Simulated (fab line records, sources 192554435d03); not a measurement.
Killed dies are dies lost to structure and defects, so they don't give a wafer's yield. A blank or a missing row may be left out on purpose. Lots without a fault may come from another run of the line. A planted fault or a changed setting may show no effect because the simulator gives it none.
Split-lot experiment | flow n5_finfet | 7 lots, 21 wafers read, on a route of 1938 steps

THE SPLIT
At N5_FIN_SAQP_COAT_50 (time 60 s, resist thk 35 nm), the setting spin_rpm was moved away from the recipe's 1500 rpm on 4 of the 21 wafers read, by -9.0% to -5.5%. The other wafers ran this setting at the recipe's value.

FROM THE SPLIT TO THE READING: what the file shows between them, 4 steps
- N5_FIN_SAQP_COAT_10: resist thk 90 nm
- N5_FIN_SAQP_EBR_12
- N5_FIN_SAQP_DESCUM_21: chemistry O2, time 7.9 s
- N5_FIN_SAQP_ETCH_51: etches SiARC in CF4, target depth 45.5 nm, time 75.8 s

THE READING
SiARC_of_FIN_SAQP_COAT_50.thk_nm (the simulator's own value, which no gauge read), in nm, at N5_FIN_SAQP_ETCH_52 (etches SOC in N2/H2, target depth 100 nm, overetch 20 nm, time 150 s). The file gives no usual value for it. The 17 wafers here that ran the recipe average 29.09 nm, standard deviation 0.15 nm.

wafer  | tool, chamber at the split | spin_rpm as run, rpm | against the recipe | SiARC_of_FIN_SAQP_COAT_50.thk_nm, nm | against lot-mates on the recipe
L077.1 | litho_track-01, 0          | 1365                 | -9.0%              | 30.69                                | +1.62
L077.4 | litho_track-01, 0          | 1500                 | recipe             | 29                                   | -
L077.6 | litho_track-01, 0          | 1500                 | recipe             | 29.15                                | -
L079.3 | litho_track-02, 0          | 1500                 | recipe             | 29.05                                | -
L079.5 | litho_track-02, 0          | 1500                 | recipe             | 29.28                                | -
L079.6 | litho_track-02, 0          | 1500                 | recipe             | 29.22                                | -
L080.2 | litho_track-01, 0          | 1417                 | -5.5%              | 30.14                                | +0.92
L080.3 | litho_track-01, 0          | 1417                 | -5.5%              | 29.86                                | +0.64
L080.4 | litho_track-01, 0          | 1500                 | recipe             | 29.22                                | -
L083.3 | litho_track-01, 0          | 1413                 | -5.8%              | 30.3                                 | +1.31
L083.4 | litho_track-01, 0          | 1500                 | recipe             | 28.93                                | -
L083.5 | litho_track-01, 0          | 1500                 | recipe             | 29.06                                | -
L085.1 | litho_track-01, 0          | 1500                 | recipe             | 29.13                                | -
L085.5 | litho_track-01, 0          | 1500                 | recipe             | 29.23                                | -
L085.6 | litho_track-01, 0          | 1500                 | recipe             | 29.37                                | -
L088.1 | litho_track-02, 0          | 1500                 | recipe             | 28.75                                | -
L088.5 | litho_track-02, 0          | 1500                 | recipe             | 28.87                                | -
L088.6 | litho_track-02, 0          | 1500                 | recipe             | 29.15                                | -
L090.1 | litho_track-02, 0          | 1500                 | recipe             | 29.09                                | -
L090.3 | litho_track-02, 0          | 1500                 | recipe             | 29                                   | -
L090.4 | litho_track-02, 0          | 1500                 | recipe             | 29.06                                | -

THE FIT
A straight line over all 21 wafers: SiARC_of_FIN_SAQP_COAT_50.thk_nm changes by -0.179 nm for each +1% of spin_rpm; r = -0.95; the points scatter about the line by 0.16 nm.
The same after taking each lot's own level away (the mean of its wafers on the recipe; 21 wafers): -0.175 nm for each +1%; r = -0.96; scatter 0.14 nm.
On that fit, the largest move of spin_rpm shifts the reading by 1.6 nm.
The lots' own levels span 28.923 to 29.243 nm, that is 2.1 times the standard deviation above.
So the lot-to-lot level changes the slope little: the two slopes agree.
Check: with one of the wafers moved furthest among these (-9.0%) left out of the fit, the line predicts +1.54 nm for it against its lot-mates. It came out at +1.62 nm against them.

OTHER SPLITS ON THESE WAFERS
These wafers also went through other splits before the reading. Each is held against what the fit with the lots' levels taken away leaves over:
other split on the same wafers  | wafers away from the commonest value | r with SiARC_of_FIN_SAQP_COAT_50.thk_nm (lot level and that fit taken away)
N5_ZERO_LAYER_EXPOSE_08 dose_mj | 5                                    | +0.12
N5_ZERO_LAYER_PEB_09 peb_time_s | as run: not given for these wafers   | -
N5_FIN_SAQP_HM_DEP_72 time_s    | 10                                   | +0.18

THE WHOLE CHAIN: every reading that the file lists as answering this split, in the file's order
step                | what it does                                                         | reading                                                                             | change (the file's fit)               | r (the file's)
N5_FIN_SAQP_COAT_50 | time 60 s, resist thk 35 nm                                          | SiARC_of_FIN_SAQP_COAT_50.thk_nm (the simulator's own value, which no gauge read)   | -0.174 nm for each +1% of the setting | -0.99
N5_FIN_SAQP_ETCH_51 | etches SiARC in CF4, target depth 45.5 nm, time 75.8 s               | etch.depth_nm (the simulator's own value, which no gauge read)                      | -0.174 nm for each +1% of the setting | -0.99
N5_FIN_SAQP_ETCH_51 | etches SiARC in CF4, target depth 45.5 nm, time 75.8 s               | CAR-ArF_of_FIN_SAQP_COAT_10.thk_nm (the simulator's own value, which no gauge read) | +0.167 nm for each +1% of the setting | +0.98
N5_FIN_SAQP_ETCH_52 | etches SOC in N2/H2, target depth 100 nm, overetch 20 nm, time 150 s | SiARC_of_FIN_SAQP_COAT_50.thk_nm (the simulator's own value, which no gauge read)   | -0.183 nm for each +1% of the setting | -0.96

THE FILE'S OWN FIT
SiARC_of_FIN_SAQP_COAT_50.thk_nm changes by -0.183 nm for each +1% of spin_rpm, r = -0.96.
